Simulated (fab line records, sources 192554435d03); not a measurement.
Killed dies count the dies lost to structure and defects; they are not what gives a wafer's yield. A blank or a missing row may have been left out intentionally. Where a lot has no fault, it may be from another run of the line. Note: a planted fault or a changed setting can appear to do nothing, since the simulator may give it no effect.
A struck lot beside a sound one    flow n5 finfet    16 steps out of a route of 1938
Sound: wafers L397.1, L397.3, L397.4. Struck: wafers L409.2, L409.3, L409.5. Last of all comes the cause.
Each step with rows lists, per side, the tool, then ch with its chambers, then its first start. Under that, the readings that differ: sound wafers    struck wafers    difference of the means    sigmas: that difference in standard deviations of wafers without a fault.
alike: a reading whose means differ by less than 2 such deviations, as well as words and numbers matching on both sides. not compared: withheld readings; readings where some wafer has no value; bounds like >300 that might hide an equal value; numbers whose values overlap and for which the record gives no deviation.
The two part at a step that has a row with sigmas, a row that says differs or no value, or rows on one side only. When numbers do not overlap yet have no deviation, they are printed without sigmas and do not part them. A reading that every wafer of one side lacks parts them only if that side has two wafers or more.

first, 5 steps without rows for these wafers: N5_BEOL_M4_EBR_24; N5_BEOL_M4_SOFTBAKE_23 (time 60 s); N5_BEOL_M4_EXPOSE_25 (exposes mask V3, defocus 5 nm); N5_BEOL_M4_PEB_26 (peb time 60 s); N5_BEOL_M4_DEVELOP_27 (develop time 30 s).
N5_BEOL_M4_CD_MEAS_28: target cd 26.2 nm, target cd y 24.1 nm.
  sound on cd sem-03 ch 0, day 8 02:25; struck on cd sem-01 ch 0, day 11 11:15
  alike: cd nm
N5_BEOL_M4_OVL_MEAS_29:
  sound on overlay-01 ch 0, day 8 02:27; struck on overlay-02 ch 0, day 11 11:17
  alike: V3_OVL
N5_BEOL_M4_INSPECT_30: inspects for defects (brightfield).
  sound: defect inspect-02 at day 8 02:31; struck: defect inspect-02 at day 11 11:20
  alike: raw defect count
N5_BEOL_M4_DESCUM_33: chemistry O2, time 7 s.
  sound on rie diel-06 ch 0,2,3, day 8 02:33; struck on rie diel-02 ch 1,3, day 11 11:22
reading                          sound           struck          difference  sigmas
showerhead plenum p Torr (Torr)  1.99 2.05 2.12  2.18 2.22 2.22  +0.15       +2
  alike: drypump motor current A, oes product au, rf vpp V, throttle valve pct
  not compared: rf hours counter h
N5_BEOL_M4_ETCH_77: etches underlayer in N2/H2, target depth 6.5 nm, time 5.2 s.
  sound on rie diel-06 ch 0,2,3, day 8 02:35; struck on rie diel-02 ch 1,3, day 11 11:24
  alike: drypump motor current A, etch rf on time s, oes product au, rf vpp V, showerhead plenum p Torr, throttle valve pct
  not compared: rf hours counter h
N5_BEOL_M4_ETCH_69: etches SiARC in CF4, target depth 15.6 nm, time 26 s.
  sound on rie diel-06 ch 0,2,3, day 8 02:36; struck on rie diel-02 ch 1,3, day 11 11:25
  alike: drypump motor current A, etch rf on time s, oes product au, rf vpp V, showerhead plenum p Torr, throttle valve pct
  not compared: rf hours counter h
N5_BEOL_M4_ALD_98: deposits SiO2, target thk 2.5 nm, pulse time 1 s, co reactant pulse time 1 s.
  sound on ald sin-02 ch 0,2,3, day 8 02:41; struck on ald sin-02 ch 0,1,2, day 11 12:13
  alike: heater power w, precursor pulse height rel
N5_BEOL_M4_ETCHBACK_99: etches SiO2 in CHF3, target depth 5 nm, time 10.4 s.
  sound on rie diel-04 ch 0,1,3, day 8 07:32; struck on rie diel-06 ch 0,2,3, day 11 12:21
  no value came back on the struck wafers for any of 9 readings (CHF3_flow_sccm (sccm), bias w (W) and others); on the sound wafers CHF3_flow_sccm (sccm) reads 12.02 12.04 12.00
reading                                       sound           struck    difference  sigmas
model.CAR-EUV_of_BEOL_M4_COAT_22.thk nm (nm)  10.2 10.4 10.2  11 11 11  +1          
N5_BEOL_M4_ETCH_70: etches SOC in N2/H2, target depth 80 nm, overetch 24 nm, time 130 s.
  sound on rie diel-04 ch 0,1,3, day 8 07:35; struck on rie diel-06 ch 0,2,3, day 11 12:23
  alike: drypump motor current A, oes product au, rf vpp V, showerhead plenum p Torr, throttle valve pct
  not compared: rf hours counter h
N5_BEOL_M4_RC_MEAS_101:
  the record has rows for the sound wafers here (prober-01 ch 0, day 8 11:53) and none for the struck ones
-- here the record skips 4 days between the struck wafers' starts before and after, leaving off in module BEOL_M4 and picking up in module PASSIVATION (first step shown: number 1936 of the route) --
N5_PASSIVATION_PROBE_49:
  record: rows for the struck wafers here (prober-02, day 15 13:52), none for the sound ones

## WHERE THEY PART
First at N5_BEOL_M4_DESCUM_33; last, within this record, at N5_PASSIVATION_PROBE_49.

WHY: whatever the simulator had introduced
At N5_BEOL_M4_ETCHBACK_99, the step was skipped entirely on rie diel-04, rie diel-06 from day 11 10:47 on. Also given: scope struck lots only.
